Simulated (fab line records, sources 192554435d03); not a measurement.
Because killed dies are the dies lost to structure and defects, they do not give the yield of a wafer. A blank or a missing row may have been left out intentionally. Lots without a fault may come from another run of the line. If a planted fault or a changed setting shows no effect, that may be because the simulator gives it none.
Comparing a struck lot with a sound one | flow n5Finfet | 37 out of 1938 route steps
Sound: wafers L441.2, L441.3, L441.6. Struck: wafer L453.4. (L453.1, L453.6 of the same lot were not struck and are left out.) The cause comes at the end.
For every step that has rows: the tool of each side, followed by ch and its chambers, followed by its first start. Under that, the readings that differ: sound wafers | struck wafers | difference of the means | sigmas: that difference in standard deviations of wafers without a fault.
alike: readings with means less than 2 such deviations apart, plus words and numbers identical on both sides. not compared: withheld readings, readings lacking a value on some wafer, bounds such as >300 that could conceal the same value, and numbers that have no deviation in the record and whose values overlap.
The two part at a step that has a row with sigmas, a row that says differs or no value, or rows on one side only. Non-overlapping numbers with no deviation appear without sigmas and do not part them. A reading that every wafer of one side lacks parts them only if that side has two wafers or more.

first, 8 steps without rows for these wafers: N5_BEOL_M1_ECD_50 (material Cu, target thk 300 nm); N5_BEOL_M1_ANNEAL_51 (time 90 s); N5_BEOL_M1_CMP_52 (polishes, stops on SiOC, t overpolish 6.8 s, target thk 40 nm); N5_BEOL_M1_PRE_CLEAN_60 (time 15 s); N5_BEOL_M1_CO_CAP_55 (material Co, precursor CCTBA/H2, target thk 2 nm, time 102.1 s); N5_BEOL_M1_PRE_CLEAN_56 (time 15 s); N5_BEOL_M1_DEP_57 (deposits SiCN from 3MS/NH3, target thk 8 nm, time 14 s); N5_BEOL_M2_ILD_DEP_00 (deposits SiOC from DEMS/O2, target thk 79 nm, time 15.3 s).
N5_BEOL_M2_PECVD_72: deposits SiO2 from TEOS/O2, target thk 16 nm, time 18 s.
  sound on pecvd-01 ch 0, day 7 05:54; struck on pecvd-01 ch 2, day 10 05:55
reading                                   | sound                | struck | difference | sigmas
susceptorTempC (C)                        | 400.08 400.01 400.17 | 393.43 | -6.66      | -30
model.SiO2_of_BEOL_M2_PECVD_72.thkNm (nm) | 16.2 16.2 16.4       | 16.8   | +0.5       | 
  alike: heaterPowerOuterW, heaterPowerW, showerheadPlenumPTorr, throttleValvePct
then, 25 steps without rows for these wafers: N5_BEOL_M2_HM_DEP_02 (deposits TiN, target thk 20 nm); N5_BEOL_M2_COAT_61 (time 60 s, resist thk 60 nm); N5_BEOL_M2_COAT_62 (time 60 s, resist thk 12 nm); N5_BEOL_M2_COAT_73 (time 60 s, resist thk 5 nm); N5_BEOL_M2_COAT_05 (resist thk 30 nm); N5_BEOL_M2_EBR_07; N5_BEOL_M2_SOFTBAKE_06 (time 60 s); N5_BEOL_M2_EXPOSE_08 (exposes mask M2); N5_BEOL_M2_PEB_09 (peb time 60 s); N5_BEOL_M2_DEVELOP_10 (develop time 30 s); N5_BEOL_M2_DESCUM_16 (chemistry O2, time 7 s); N5_BEOL_M2_ETCH_74 (etches underlayer in N2/H2, target depth 6.5 nm, time 5.2 s); N5_BEOL_M2_ETCH_63 (etches SiARC in CF4, target depth 15.6 nm, time 26 s); N5_BEOL_M2_ETCH_64 (etches SOC in N2/H2, target depth 75 nm, overetch 22.5 nm, time 121.9 s); N5_BEOL_M2_STRIP_65 (strips in N2/H2); N5_BEOL_M2_STRIP_75 (strips in N2/H2); N5_BEOL_M2_STRIP_66 (strips in CF4); N5_BEOL_M2_HM_OPEN_17 (chemistry Cl2/BCl3, target TiN, target depth 20 nm, overetch 6 nm); N5_BEOL_M2_STRIP_19 (strips in O2); N5_BEOL_M2_COAT_67 (time 60 s, resist thk 60 nm); N5_BEOL_M2_COAT_68 (time 60 s, resist thk 12 nm); N5_BEOL_M2_COAT_76 (time 60 s, resist thk 5 nm); N5_BEOL_M2_COAT_22 (resist thk 30 nm); N5_BEOL_M2_EBR_24; N5_BEOL_M2_SOFTBAKE_23 (time 60 s).
N5_BEOL_M2_HM_STRIP_39: strips TiN in peroxide tin strip, target depth 25 nm, time 158 s.
  sound on wetBench-05 ch 1,2,5, day 7 12:51; struck on wetBench-01 ch 6, day 10 19:50
reading                                   | sound      | struck | difference | sigmas
model.SiO2_of_BEOL_M2_PECVD_72.thkNm (nm) | 16 16 16.2 | 16.6   | +0.5       | 
N5_BEOL_M4_RC_MEAS_101:
  sound on prober-01 ch 0, day 8 20:35; struck on prober-01 ch 0, day 11 18:04
  alike: DIBL_N, DIBL_P, IOFF_N, IOFF_P, ION_N, ION_P, SS_N, SS_P, VT_N, VT_P
-- a jump in the record: the struck wafers' starts before and after are 5 days apart (it breaks off in module BEOL_M4 and resumes in module PASSIVATION, where the first step shown is number 1936 of the route) --
N5_PASSIVATION_PROBE_49:
  the record has rows for the struck wafers here (prober-01, day 16 14:39) and none for the sound ones

## WHERE THEY PART
First at N5_BEOL_M2_PECVD_72; last, within this record, at N5_PASSIVATION_PROBE_49.

WHY: what the simulator had put in
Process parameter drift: pecvd-01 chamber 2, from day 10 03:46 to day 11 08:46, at N5_BEOL_M2_PECVD_72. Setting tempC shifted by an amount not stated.
